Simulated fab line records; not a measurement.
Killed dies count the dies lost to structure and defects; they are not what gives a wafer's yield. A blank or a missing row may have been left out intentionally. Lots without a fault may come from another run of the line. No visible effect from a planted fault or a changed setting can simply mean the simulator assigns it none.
Chamber matching / flow nand_harc / NHARC_P_CONTACT_CMP_01 on cmp-03 has 4 sister chambers
The step polishes SiO2, target thk 200 nm. 24 wafers are shown with their chamber, then 12 later ones without.

WAFERS PAIRED WITH THEIR CHAMBERS
wafer=L075.1; chamber=3; motor_current_A (A)=10.5; edge_zone_pressure_frac=0.989
wafer=L075.2; chamber=0; motor_current_A (A)=11.1; edge_zone_pressure_frac=0.998
wafer=L075.5; chamber=2; motor_current_A (A)=10.7; edge_zone_pressure_frac=0.994
wafer=L077.2; chamber=0; motor_current_A (A)=11.3; edge_zone_pressure_frac=0.999
wafer=L077.3; chamber=1; motor_current_A (A)=10.4; edge_zone_pressure_frac=1.005
wafer=L077.5; chamber=1; motor_current_A (A)=11.2; edge_zone_pressure_frac=1.002
wafer=L078.1; chamber=3; motor_current_A (A)=11.0; edge_zone_pressure_frac=0.996
wafer=L078.5; chamber=2; motor_current_A (A)=11.2; edge_zone_pressure_frac=1.000
wafer=L078.6; chamber=3; motor_current_A (A)=10.9; edge_zone_pressure_frac=0.997
wafer=L080.2; chamber=3; motor_current_A (A)=10.7; edge_zone_pressure_frac=0.995
wafer=L080.3; chamber=0; motor_current_A (A)=11.5; edge_zone_pressure_frac=0.999
wafer=L080.5; chamber=0; motor_current_A (A)=11.0; edge_zone_pressure_frac=1.002
wafer=L081.2; chamber=2; motor_current_A (A)=10.7; edge_zone_pressure_frac=1.002
wafer=L081.3; chamber=3; motor_current_A (A)=10.5; edge_zone_pressure_frac=1.006
wafer=L081.4; chamber=0; motor_current_A (A)=11.1; edge_zone_pressure_frac=1.001
wafer=L082.1; chamber=2; motor_current_A (A)=11.5; edge_zone_pressure_frac=1.001
wafer=L082.2; chamber=3; motor_current_A (A)=10.5; edge_zone_pressure_frac=1.002
wafer=L082.4; chamber=1; motor_current_A (A)=11.0; edge_zone_pressure_frac=1.007
wafer=L083.1; chamber=0; motor_current_A (A)=11.2; edge_zone_pressure_frac=0.994
wafer=L083.2; chamber=2; motor_current_A (A)=11.3; edge_zone_pressure_frac=1.003
wafer=L083.3; chamber=3; motor_current_A (A)=10.3; edge_zone_pressure_frac=1.004
wafer=L085.2; chamber=1; motor_current_A (A)=10.7; edge_zone_pressure_frac=1.002
wafer=L085.3; chamber=0; motor_current_A (A)=10.7; edge_zone_pressure_frac=1.001
wafer=L085.6; chamber=3; motor_current_A (A)=11.0; edge_zone_pressure_frac=1.005

SIGNATURES (means of the wafers above)
reading=motor_current_A; chamber 0=11.129; chamber 1=10.825; chamber 2=11.080; chamber 3=10.675; scatter within a chamber=0.297
reading=edge_zone_pressure_frac; chamber 0=0.99914; chamber 1=1.00400; chamber 2=1.00000; chamber 3=0.99925; scatter within a chamber=0.00423
Rule: a wafer lies at a distance from a chamber equal to the root of the sum of squares, over the readings, of (its reading less the chamber's mean, divided by the reading's scatter). The wafer belongs to the nearest chamber; if the next one is less than 2 further off, it can't be placed. The scatter is the square root of a quotient: the sum, over the shown wafers, of each reading's squared deviation from its chamber's mean, divided by wafers minus chambers.

WAFERS WITH NO CHAMBER GIVEN
wafer=L089.2; motor_current_A (A)=10.9; edge_zone_pressure_frac=1.000
wafer=L089.5; motor_current_A (A)=10.5; edge_zone_pressure_frac=1.003
wafer=L089.6; motor_current_A (A)=11.0; edge_zone_pressure_frac=1.004
wafer=L090.2; motor_current_A (A)=11.0; edge_zone_pressure_frac=1.000
wafer=L090.5; motor_current_A (A)=10.8; edge_zone_pressure_frac=1.006
wafer=L090.6; motor_current_A (A)=10.7; edge_zone_pressure_frac=0.988
wafer=L093.1; motor_current_A (A)=10.6; edge_zone_pressure_frac=0.999
wafer=L093.4; motor_current_A (A)=11.0; edge_zone_pressure_frac=0.995
wafer=L093.6; motor_current_A (A)=10.4; edge_zone_pressure_frac=0.996
wafer=L095.2; motor_current_A (A)=10.7; edge_zone_pressure_frac=1.001
wafer=L095.5; motor_current_A (A)=11.1; edge_zone_pressure_frac=0.993
wafer=L095.6; motor_current_A (A)=10.8; edge_zone_pressure_frac=0.994

WHICH CHAMBER EACH ONE RAN IN
wafer=L089.2; from the rows above=can't be placed: 2 or 3 or 0 or 1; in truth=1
wafer=L089.5; from the rows above=can't be placed: 3 or 1 or 2 or 0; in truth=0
wafer=L089.6; from the rows above=can't be placed: 1 or 2 or 0 or 3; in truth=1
wafer=L090.2; from the rows above=can't be placed: 2 or 0 or 3 or 1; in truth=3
wafer=L090.5; from the rows above=can't be placed: 1 or 3 or 2 or 0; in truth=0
wafer=L090.6; from the rows above=can't be placed: 3 or 0 or 2 or 1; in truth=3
wafer=L093.1; from the rows above=can't be placed: 3 or 1 or 2 or 0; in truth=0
wafer=L093.4; from the rows above=can't be placed: 0 or 2 or 3 or 1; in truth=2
wafer=L093.6; from the rows above=can't be placed: 3 or 1 or 2 or 0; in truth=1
wafer=L095.2; from the rows above=can't be placed: 3 or 1 or 2 or 0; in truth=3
wafer=L095.5; from the rows above=can't be placed: 0 or 2 or 3 or 1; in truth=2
wafer=L095.6; from the rows above=can't be placed: 3 or 0 or 2 or 1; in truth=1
0 of 12 placed correctly. From these rows, 12 cannot be placed; in 12 the true chamber is one of the candidates. 0 placed wrongly.
